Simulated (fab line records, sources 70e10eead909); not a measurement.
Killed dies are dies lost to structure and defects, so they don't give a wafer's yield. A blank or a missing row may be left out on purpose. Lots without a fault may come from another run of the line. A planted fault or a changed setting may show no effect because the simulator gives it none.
fab line records | flow nand_harc
record lots=24 wafers=72 last_day=34
route steps=1302 shown P_CONTACT@217 P_M0@282 P_M1@295
lots that met no fault: from a run of the same line without faults
start_h: hours from the record's first day to the start of the lot's first wafer shown | wait_h: hours since the lot's step before | " the same as in the row above | L1.1+2: a row that stands for several wafers | - no value, or no start given | * or withheld: withheld | < > ~ a bound
route shown NAME@n: a module of which the file shows steps, and the number in the route of the first | usual: mean/standard deviation of fault-free wafers | same: alike in all rows | chamber/n: place in a boat | sites: the reading at each site | _std_site: their standard deviation | _edge_site: outer sites' mean less inner sites' | radius_mm: how far each site lies from the wafer's centre | mask NAME#n: copy n | behind: the tool/chamber that last shaped the wafer | hold: why the lot was held/for how many hours/how that ended | device: the transistor (n, p or np) that didn't switch | end of line: the same wafers' tests at the end of the route | a step without rows: its recipe alone | killed: dies lost to structure and defects at the first sort, not the wafer's yield | map: a wafer's dies, x killed, . not, _ none there
set.NAME: the setting as run; set.NAME@STEP: as run at that earlier step | model.NAME: the simulator's own value behind a step, which no gauge read
steps of the route over a sample of lots; a table a step, a row a wafer
services: from which hour (start_h, from the record's first day; less than 0 if before it) a tool's chamber was out of use, for how many hours, and why
## steps
# step NHARC_P_CONTACT_DEP_30
# recipe target_thk_a=300 temp_c=400 target_thk_nm=30 flow_sccm=200 rf_w=450 material=SiNx
# usual heater_power_w=661/63
# columns lot.wafer tool chamber start_h wait_h heater_power_w
L074.2 pecvd-04 0 120.29 0.1 569
L074.1 " 1 " " 568
L074.5 " 0 " " 577
L075.3 pecvd-03 1 126.92 0.1 759
L075.5 " 2 " " 651
L075.6 " 1 " " 757
L076.2 pecvd-04 2 136.39 0.1 773
L076.3 " 0 " " 617
L076.1 " 1 " " 639
L077.3 pecvd-04 0 146.70 0.1 684
L077.2 " 1 " " 524
L077.6 " 1 " " 540
L079.4 pecvd-04 2 159.98 0.2 652
L079.3 " 1 " " 639
L079.5 " 2 " " 663
L078.2 pecvd-03 2 160.64 0.1 692
L078.5 " 2 " " 697
L078.4 " 0 " " 570
L080.3 pecvd-02 0 183.23 0.1 617
L080.5 " 2 " " 629
L080.6 " 1 " " 617
L081.1 pecvd-04 2 192.97 0.1 768
L081.4 " 0 " " 696
L081.3 " 2 " " 763
L082.1 pecvd-02 1 195.44 0.1 672
L082.6 " 0 " " 561
L082.5 " 1 " " 689
L083.1 pecvd-03 2 208.70 0.1 690
L083.5 " 2 " " 696
L083.6 " 0 " " 649
L084.3 pecvd-04 2 223.85 0.1 659
L084.1 " 0 " " 652
L084.6 " 2 " " 665
L085.1 pecvd-03 1 230.45 0.1 653
L085.3 " 0 " " 638
L085.5 " 1 " " 667
L086.1 pecvd-03 1 243.92 0.1 686
L086.4 " 1 " " 700
L086.5 " 2 " " 656
L088.1 pecvd-02 1 264.78 0.1 694
L088.4 " 0 " " 648
L088.5 " 2 " " 701
L087.2 pecvd-04 1 266.12 0.1 543
L087.3 " 2 " " 798
L087.1 " 0 " " 600
L090.1 pecvd-04 2 284.10 0.1 719
L090.3 " 0 " " 668
L090.2 " 1 " " 597
L089.3 pecvd-02 1 284.77 0.1 638
L089.5 " 0 " " 631
L089.6 " 2 " " 593
L091.1 pecvd-03 2 287.63 0.2 754
L091.5 " 2 " " 754
L091.6 " 0 " " 673
L092.2 pecvd-02 2 294.93 0.1 695
L092.1 " 0 " " 559
L092.5 " 0 " " 568
L093.2 pecvd-03 0 320.50 0.1 623
L093.4 " 1 " " 676
L093.6 " 2 " " 652
L094.1 pecvd-02 2 320.60 0.1 627
L094.3 " 1 " " 746
L094.4 " 2 " " 634
L095.1 pecvd-04 2 326.32 0.1 639
L095.3 " 1 " " 575
L095.4 " 2 " " 658
L096.1 pecvd-03 0 338.05 0.1 677
L096.6 " 0 " " 680
L096.4 " 1 " " 720
L097.1 pecvd-04 0 353.11 0.1 569
L097.2 " 2 " " 799
L097.5 " 0 " " 569
# step NHARC_P_CONTACT_ETCH_18
# recipe target_depth_a=4810 time_s=240.5 c4f8_flow_sccm=20 o2_flow_sccm=10 ar_flow_sccm=withheld rf_w=600 bias_w=1500 chemistry=C4F8/O2/Ar
# usual oes_product_au=0.959/0.021 rf_vpp_V=980/5.9
# same time_s=240.5
# columns lot.wafer tool chamber start_h wait_h oes_product_au rf_hours_counter_h rf_vpp_V
L074.2 rie_diel-05 3 - - 0.996 2.7 973
L074.1 " 1 " " 0.958 2.9 971
L074.5 " 2 " " 0.983 - 981
L075.3 rie_diel-07 2 - - 0.953 0.2 979
L075.6 " 1 " " 0.971 - 973
L075.5 " 2 " " 0.944 - 981
L076.1 rie_diel-07 0 - - 0.983 0.7 983
L076.2 " 1 " " 0.975 0.9 975
L076.3 " 2 " " 0.950 0.8 981
L077.3 rie_diel-05 1 - - 0.968 5.2 972
L077.2 " 2 " " 0.972 4.4 983
L077.6 " 1 " " 0.971 - 970
L079.3 rie_diel-05 0 - - 0.932 5.7 986
L079.4 " 1 " " 0.933 6.0 971
L079.5 " 3 " " 0.954 - 972
L078.4 rie_diel-07 2 - - 0.957 1.5 979
L078.2 " 1 " " 0.984 1.8 974
L078.5 " 3 " " 0.977 - 988
L080.3 rie_diel-05 2 - - 0.921 6.4 984
L080.6 " 3 " " 0.932 - 972
L080.5 " 0 " " 0.927 - 985
L081.1 rie_diel-06 0 - - 0.926 0.9 986
L081.3 " 1 " " 0.925 1.0 983
L081.4 " 2 " " 0.928 0.8 975
L082.1 rie_diel-05 1 - - 0.956 8.1 970
L082.5 " 3 " " 0.993 - 973
L082.6 " 0 " " 0.974 - 986
L083.1 rie_diel-05 1 - - 0.919 8.6 973
L083.5 " 3 " " 0.933 - 973
L083.6 " 0 " " 0.919 - 987
L084.1 rie_diel-07 2 - - 0.923 2.9 979
L084.3 " 3 " " 0.931 2.8 987
L084.6 " 2 " " 0.926 - 977
L085.1 rie_diel-06 2 - - 0.966 1.9 974
L085.3 " 0 " " 0.974 1.8 985
L085.5 " 3 " " 0.946 - 973
L086.1 rie_diel-05 1 - - 0.982 0.9 970
L086.4 " 2 " " 0.970 1.2 983
L086.5 " 0 " " 0.963 - 987
L088.1 rie_diel-06 0 - - 0.961 2.8 984
L088.4 " 3 " " 0.949 2.9 972
L088.5 " 0 " " 0.955 - 985
L087.2 rie_diel-07 2 - - 0.951 4.5 977
L087.3 " 3 " " 0.965 4.4 987
L087.1 " 0 " " 0.983 4.6 982
L090.1 rie_diel-07 3 - - 0.957 4.9 987
L090.3 " 0 " " 0.944 4.9 983
L090.2 " 2 " " 0.943 4.9 978
L089.3 rie_diel-05 2 - - 0.974 4.0 982
L089.6 " 3 " " 0.995 - 974
L089.5 " 0 " " 0.966 - 986
L091.1 rie_diel-05 3 - - 0.949 4.2 972
L091.5 " 3 " " 0.944 - 973
L091.6 " 0 " " 0.919 - 986
L092.1 rie_diel-05 1 - - 0.969 4.3 972
L092.2 " 3 " " 0.991 4.6 973
L092.5 " 1 " " 0.967 - 972
L093.4 rie_diel-07 2 - - 0.974 0.4 979
L093.2 " 1 " " 0.973 0.6 974
L093.6 " 2 " " 0.961 - 979
L094.3 rie_diel-06 2 - - 0.974 0.4 974
L094.1 " 1 " " 0.940 0.4 986
L094.4 " 1 " " 0.952 - 984
L095.1 rie_diel-05 3 - - 0.972 5.6 972
L095.3 " 0 " " 0.945 5.2 986
L095.4 " 0 " " 0.942 - 986
L096.1 rie_diel-07 0 - - 0.966 1.1 983
L096.4 " 3 " " 0.976 1.2 987
L096.6 " 0 " " 0.972 - 982
L097.1 rie_diel-05 1 - - 0.970 6.3 971
L097.2 " 2 " " 0.967 6.7 982
L097.5 " 0 " " 0.956 - 986
# step NHARC_P_M0_INSPECT_27
# usual raw_defect_count=311/130
# columns lot.wafer tool chamber start_h wait_h raw_defect_count
L074.1 defect_inspect-01 - 128.55 0.0 416
L074.2 " - " " 482
L074.5 " - " " 348
L075.3 defect_inspect-01 - 134.96 0.0 202
L075.5 " - " " 201
L075.6 " - " " 212
L076.1 defect_inspect-01 - 144.77 0.0 368
L076.2 " - " " 295
L076.3 " - " " 259
L077.2 defect_inspect-02 - 155.03 0.0 189
L077.3 " - " " 277
L077.6 " - " " 295
L079.3 defect_inspect-01 - 168.46 0.0 434
L079.4 " - " " 315
L079.5 " - " " 629
L078.2 defect_inspect-02 - 169.16 0.0 135
L078.4 " - " " 157
L078.5 " - " " 149
L080.3 defect_inspect-01 - 191.57 0.0 181
L080.5 " - " " 242
L080.6 " - " " 262
L081.1 defect_inspect-02 - 201.47 0.0 485
L081.3 " - " " 216
L081.4 " - " " 315
L082.1 defect_inspect-02 - 203.69 0.0 551
L082.5 " - " " 488
L082.6 " - " " 929
L083.1 defect_inspect-01 - 217.04 0.0 433
L083.5 " - " " 468
L083.6 " - " " 437
L084.1 defect_inspect-01 - 232.22 0.0 279
L084.3 " - " " 364
L084.6 " - " " 559
L085.1 defect_inspect-02 - 238.77 0.0 479
L085.3 " - " " 395
L085.5 " - " " 251
L086.1 defect_inspect-01 - 252.24 0.0 218
L086.4 " - " " 225
L086.5 " - " " 71
L088.1 defect_inspect-02 - 273.45 0.0 146
L088.4 " - " " 221
L088.5 " - " " 230
L087.1 defect_inspect-02 - 274.51 0.0 128
L087.2 " - " " 161
L087.3 " - " " 203
L090.1 defect_inspect-02 - 292.63 0.0 187
L090.2 " - " " 212
L090.3 " - " " 164
L089.3 defect_inspect-01 - 293.57 0.0 299
L089.5 " - " " 526
L089.6 " - " " 260
L091.1 defect_inspect-01 - 295.97 0.0 375
L091.5 " - " " 367
L091.6 " - " " 263
L092.1 defect_inspect-02 - 303.10 0.0 311
L092.2 " - " " 296
L092.5 " - " " 307
L093.2 defect_inspect-01 - 328.80 0.0 289
L093.4 " - " " 386
L093.6 " - " " 261
L094.1 defect_inspect-02 - 329.33 0.0 291
L094.3 " - " " 246
L094.4 " - " " 462
L095.1 defect_inspect-01 - 334.81 0.0 257
L095.3 " - " " 603
L095.4 " - " " 427
L096.1 defect_inspect-02 - 346.63 0.0 247
L096.4 " - " " 281
L096.6 " - " " 509
L097.1 defect_inspect-02 - 361.38 0.0 194
L097.2 " - " " 411
L097.5 " - " " 374
# step NHARC_P_M1_CD_MEAS_09
# recipe target_cd_nm=130 landing_energy_ev=500
# usual cd_nm=129.9/0.59
# columns lot.wafer tool chamber start_h wait_h cd_nm
L074.1 cd_sem-02 0 129.94 - 129.5
L074.2 " 0 " " 129.1
L074.5 " 0 " " 129.4
L075.3 cd_sem-01 0 136.36 - 129.6
L075.5 " 0 " " 129.9
L075.6 " 0 " " 129.8
L076.1 cd_sem-01 0 146.15 - 130.3
L076.2 " 0 " " 130.8
L076.3 " 0 " " 130.8
L077.2 cd_sem-03 0 156.43 - 130.2
L077.3 " 0 " " 130.8
L077.6 " 0 " " 129.5
L079.3 cd_sem-01 0 169.85 - 129.1
L079.4 " 0 " " 129.5
L079.5 " 0 " " 129.5
L078.2 cd_sem-03 0 170.55 - 130.4
L078.4 " 0 " " 130.8
L078.5 " 0 " " 130.5
L080.3 cd_sem-02 0 193.14 - 128.4
L080.5 " 0 " " 129.1
L080.6 " 0 " " 129.2
L081.1 cd_sem-01 0 202.86 - 130.1
L081.3 " 0 " " 129.8
L081.4 " 0 " " 129.8
L082.1 cd_sem-02 0 205.08 - 130.7
L082.5 " 0 " " 130.7
L082.6 " 0 " " 131.2
L083.1 cd_sem-03 0 218.44 - 130.2
L083.5 " 0 " " 129.2
L083.6 " 0 " " 129.8
L084.1 cd_sem-02 0 233.68 - 129.9
L084.3 " 0 " " 130.2
L084.6 " 0 " " 130.0
L085.1 cd_sem-02 0 240.17 - 131.3
L085.3 " 0 " " 130.3
L085.5 " 0 " " 130.4
L086.1 cd_sem-03 0 253.51 - 129.4
L086.4 " 0 " " 129.4
L086.5 " 0 " " 129.5
L088.1 cd_sem-01 0 274.83 - 129.5
L088.4 " 0 " " 129.4
L088.5 " 0 " " 130.1
L087.1 cd_sem-01 0 275.88 - 129.3
L087.2 " 0 " " 130.2
L087.3 " 0 " " 129.5
L090.1 cd_sem-03 0 294.03 - 129.8
L090.2 " 0 " " 130.4
L090.3 " 0 " " 129.9
L089.3 cd_sem-02 0 294.97 - 129.1
L089.5 " 0 " " 129.4
L089.6 " 0 " " 129.3
L091.1 cd_sem-03 0 297.62 - 130.3
L091.5 " 0 " " 130.5
L091.6 " 0 " " 130.1
L092.1 cd_sem-01 0 304.37 - 131.4
L092.2 " 0 " " 130.6
L092.5 " 0 " " 130.6
L093.2 cd_sem-02 0 330.20 - 129.2
L093.4 " 0 " " 129.6
L093.6 " 0 " " 129.8
L094.1 cd_sem-01 0 330.72 - 129.7
L094.3 " 0 " " 129.7
L094.4 " 0 " " 129.9
L095.1 cd_sem-01 0 336.23 - 130.1
L095.3 " 0 " " 130.7
L095.4 " 0 " " 129.9
L096.1 cd_sem-01 0 348.03 - 129.3
L096.4 " 0 " " 130.0
L096.6 " 0 " " 129.7
L097.1 cd_sem-01 0 362.65 - 129.4
L097.2 " 0 " " 129.0
L097.5 " 0 " " 129.3
# step NHARC_P_M1_ETCH_35
# recipe target_depth_a=400 overetch_a=120 time_s=43.94 ion_energy_ev=200 n2_flow_sccm=150 h2_flow_sccm=150 ar_flow_sccm=0 rf_w=400 bias_w=150 chemistry=N2/H2
# usual drypump_motor_current_A=5.6/0.47 oes_product_au=1.004/0.011 rf_vpp_V=431/3.4 showerhead_plenum_p_Torr=2.06/0.12 throttle_valve_pct=14.171/0.009
# same time_s=43.94
# columns lot.wafer tool chamber start_h wait_h drypump_motor_current_A oes_product_au rf_hours_counter_h rf_vpp_V showerhead_plenum_p_Torr throttle_valve_pct
L074.2 rie_diel-02 0 130.22 0.1 6.2 1.007 8 428 1.91 14.166
L074.1 " 2 " " 5.5 0.998 6 428 1.96 14.171
L074.5 " 0 " " 6.2 1.001 - 429 1.91 14.174
L075.3 rie_diel-01 1 136.63 0.1 5.3 1.004 4 435 2.20 14.182
L075.5 " 0 " " 4.9 1.017 - 434 2.15 14.173
L075.6 " 1 " " 5.3 1.009 - 434 2.20 14.181
L076.1 rie_diel-01 3 146.42 0.1 5.9 0.993 6 427 1.91 14.184
L076.2 " 1 " " 5.3 1.016 5 435 2.20 14.191
L076.3 " 2 " " 6.3 1.019 6 435 2.19 14.170
L077.2 rie_diel-02 3 156.70 0.1 5.4 1.006 9 435 2.18 14.174
L077.3 " 1 " " 5.6 1.009 9 431 2.11 14.168
L077.6 " 3 " " 5.4 1.006 - 435 2.18 14.172
L079.4 rie_diel-02 1 170.13 0.1 5.5 1.007 10 432 2.11 14.174
L079.3 " 3 " " 5.4 0.993 10 435 2.18 14.146
L079.5 " 1 " " 5.5 1.007 - 433 2.11 14.168
L078.2 rie_diel-01 0 171.07 0.3 4.9 1.016 8 434 2.15 14.168
L078.4 " 2 " " 6.3 1.012 8 433 2.18 14.165
L078.5 " 0 " " 4.9 1.013 - 434 2.15 14.166
L080.3 rie_diel-02 3 193.71 0.4 5.4 0.997 13 434 2.18 14.169
L080.6 " 0 " " 6.2 0.990 - 427 1.91 14.161
L080.5 " 1 " " 5.6 0.997 - 433 2.11 14.181
L081.3 rie_diel-02 3 203.13 0.1 5.4 0.998 14 434 2.18 14.164
L081.4 " 0 " " 6.2 0.990 14 427 1.91 14.178
L081.1 " 2 " " 5.6 0.988 13 430 1.96 14.169
L082.1 rie_diel-02 2 205.36 0.1 5.5 0.983 13 428 1.96 14.170
L082.5 " 1 " " 5.6 1.005 - 432 2.11 14.169
L082.6 " 2 " " 5.6 0.989 - 427 1.96 14.180
L083.1 rie_diel-13 0 218.73 0.1 5.1 0.995 14 430 2.04 14.171
L083.5 " 1 " " 6.6 1.013 - 426 1.93 14.171
L083.6 " 2 " " 6.0 1.003 - 426 1.89 14.186
L084.3 rie_diel-02 0 233.96 0.1 6.1 1.003 1 428 1.91 14.176
L084.1 " 2 " " 5.5 1.017 1 428 1.96 14.181
L084.6 " 1 " " 5.5 1.005 - 432 2.10 14.161
L085.3 rie_diel-01 1 240.45 0.1 5.4 1.015 2 436 2.20 14.168
L085.1 " 2 " " 6.3 1.007 2 435 2.18 14.169
L085.5 " 2 " " 6.3 1.007 - 435 2.18 14.172
L086.1 rie_diel-02 2 253.82 0.1 5.5 1.002 2 428 1.96 14.186
L086.4 " 0 " " 6.2 1.001 - 426 1.91 14.169
L086.5 " 2 " " 5.5 1.005 - 429 1.96 14.167
L088.1 rie_diel-01 0 275.10 0.1 4.9 1.004 3 433 2.14 14.165
L088.4 " 3 " " 6.0 0.994 4 427 1.90 14.179
L088.5 " 0 " " 4.9 1.006 - 434 2.14 14.153
L087.2 rie_diel-02 1 276.16 0.1 5.5 1.019 5 433 2.10 14.171
L087.3 " 2 " " 5.5 1.012 5 429 1.96 14.161
L087.1 " 0 " " 6.2 1.006 5 426 1.91 14.173
L090.1 rie_diel-01 0 294.31 0.1 4.9 1.007 5 433 2.14 14.158
L090.2 " 2 " " 6.3 1.020 5 434 2.18 14.174
L090.3 " 3 " " 6.0 0.991 5 426 1.90 14.155
L089.3 rie_diel-01 2 295.25 0.1 6.3 1.020 5 436 2.18 14.167
L089.6 " 0 " " 4.9 1.009 - 433 2.14 14.172
L089.5 " 1 " " 5.4 1.013 - 436 2.20 14.163
L091.1 rie_diel-01 0 297.91 0.1 4.9 1.007 5 434 2.14 14.160
L091.6 " 2 " " 6.3 1.020 - 434 2.18 14.173
L091.5 " 3 " " 6.0 0.990 - 428 1.90 14.195
L092.2 rie_diel-01 0 304.64 0.1 4.9 1.003 5 433 2.14 14.177
L092.1 " 1 " " 5.3 1.013 5 436 2.20 14.149
L092.5 " 0 " " 4.9 1.014 - 433 2.14 14.165
L093.2 rie_diel-02 0 330.48 0.1 6.2 0.979 10 426 1.91 14.173
L093.4 " 3 " " 5.4 0.999 10 435 2.17 14.159
L093.6 " 0 " " 6.2 0.988 - 427 1.91 14.172
L094.1 rie_diel-13 3 331.00 0.1 5.9 0.982 57 430 2.07 14.175
L094.3 " 0 " " 5.1 0.995 54 430 2.03 14.170
L094.4 " 1 " " 6.7 1.010 42 427 1.92 14.158
L095.3 rie_diel-01 3 336.52 0.1 6.0 0.983 8 427 1.90 14.181
L095.1 " 2 " " 6.3 1.010 7 434 2.18 14.146
L095.4 " 3 " " 6.0 0.983 - 427 1.90 14.170
L096.4 rie_diel-01 3 348.30 0.1 6.0 0.985 8 426 1.90 14.171
L096.1 " 1 " " 5.3 1.012 8 435 2.20 14.176
L096.6 " 3 " " 6.0 0.990 - 426 1.90 14.162
L097.2 rie_diel-01 0 362.92 0.1 4.9 1.016 9 434 2.14 14.157
L097.1 " 3 " " 5.9 0.993 10 427 1.90 14.179
L097.5 " 0 " " 4.9 1.012 - 432 2.14 14.174
# step NHARC_P_M1_THK_MEAS_24
# recipe thk_meas_gauge=xrf
# usual thk_nm=157.7/1.6
# columns lot.wafer tool chamber start_h wait_h thk_nm
L074.1 film_metro-02 - 132.55 - 157.3
L074.2 " - " " 156.7
L074.5 " - " " 156.0
L075.3 film_metro-02 - 138.95 - 159.9
L075.5 " - " " 157.7
L075.6 " - " " 153.9
L076.1 film_metro-02 - 148.95 - 157.1
L076.2 " - " " 158.3
L076.3 " - " " 162.6
L077.2 film_metro-02 - 159.04 - 161.0
L077.3 " - " " 158.4
L077.6 " - " " 159.8
L079.3 film_metro-02 - 172.45 - 155.4
L079.4 " - " " 156.9
L079.5 " - " " 157.2
L078.2 film_metro-01 - 173.40 - 153.0
L078.4 " - " " 155.9
L078.5 " - " " 157.4
L080.3 film_metro-01 - 196.02 - 154.1
L080.5 " - " " 157.2
L080.6 " - " " 156.2
L081.1 film_metro-02 - 205.49 - 158.4
L081.3 " - " " 157.3
L081.4 " - " " 157.5
L082.1 film_metro-02 - 207.68 - 158.1
L082.5 " - " " 158.2
L082.6 " - " " 159.9
L083.1 film_metro-01 - 221.03 - 159.4
L083.5 " - " " 157.7
L083.6 " - " " 156.7
L084.1 film_metro-01 - 236.40 - 157.3
L084.3 " - " " 158.9
L084.6 " - " " 160.9
L085.1 film_metro-02 - 242.85 - 156.4
L085.3 " - " " 156.8
L085.5 " - " " 155.0
L086.1 film_metro-02 - 256.16 - 156.9
L086.4 " - " " 155.2
L086.5 " - " " 156.2
L088.1 film_metro-01 - 277.43 - 156.2
L088.4 " - " " 156.1
L088.5 " - " " 157.8
L087.1 film_metro-01 - 278.50 - 160.0
L087.2 " - " " 159.6
L087.3 " - " " 157.7
L090.1 film_metro-02 - 296.69 - 158.1
L090.2 " - " " 158.8
L090.3 " - " " 157.5
L089.3 film_metro-01 - 297.62 - 156.8
L089.5 " - " " 156.8
L089.6 " - " " 158.9
L091.1 film_metro-02 - 300.25 - 157.7
L091.5 " - " " 157.1
L091.6 " - " " 157.7
L092.1 film_metro-02 - 306.99 - 158.0
L092.2 " - " " 157.2
L092.5 " - " " 156.2
L093.2 film_metro-01 - 332.84 - 157.3
L093.4 " - " " 158.3
L093.6 " - " " 157.8
L094.1 film_metro-02 - 333.33 - 158.0
L094.3 " - " " 156.7
L094.4 " - " " 160.4
L095.1 film_metro-02 - 338.89 - 159.0
L095.3 " - " " 158.9
L095.4 " - " " 160.7
L096.1 film_metro-02 - 350.68 - 157.9
L096.4 " - " " 158.3
L096.6 " - " " 161.5
L097.1 film_metro-02 - 365.26 - 158.6
L097.2 " - " " 157.3
L097.5 " - " " 157.6
## services
# columns tool chamber start_h hours kind
pecvd-03 0 108.13 9.7 repair
pecvd-04 - 115.79 2.6 repair
rie_diel-07 - 117.20 9.0 pm
rie_diel-05 2 138.54 8.7 repair
pecvd-04 2 150.37 3.6 repair
pecvd-04 0 156.10 6.4 repair
rie_diel-07 2 178.74 2.4 repair
pecvd-04 1 184.36 9.4 repair
rie_diel-01 - 189.91 0.9 repair
rie_diel-05 - 202.53 1.9 repair
rie_diel-01 - 203.82 9.0 pm
rie_diel-02 - 216.70 9.0 pm
rie_diel-05 - 229.60 9.0 pm
rie_diel-01 0 230.88 14.8 repair
pecvd-04 2 249.57 3.4 repair
rie_diel-02 1 253.46 3.1 repair
rie_diel-01 2 261.29 4.9 repair
pecvd-04 - 269.00 13.0 pm
rie_diel-01 1 285.59 5.6 repair
rie_diel-05 - 314.50 1.0 repair
rie_diel-05 1 325.77 4.3 repair
pecvd-04 - 329.58 2.1 repair
rie_diel-01 1 336.19 5.9 repair
rie_diel-05 2 343.85 10.0 repair
## key
fault none
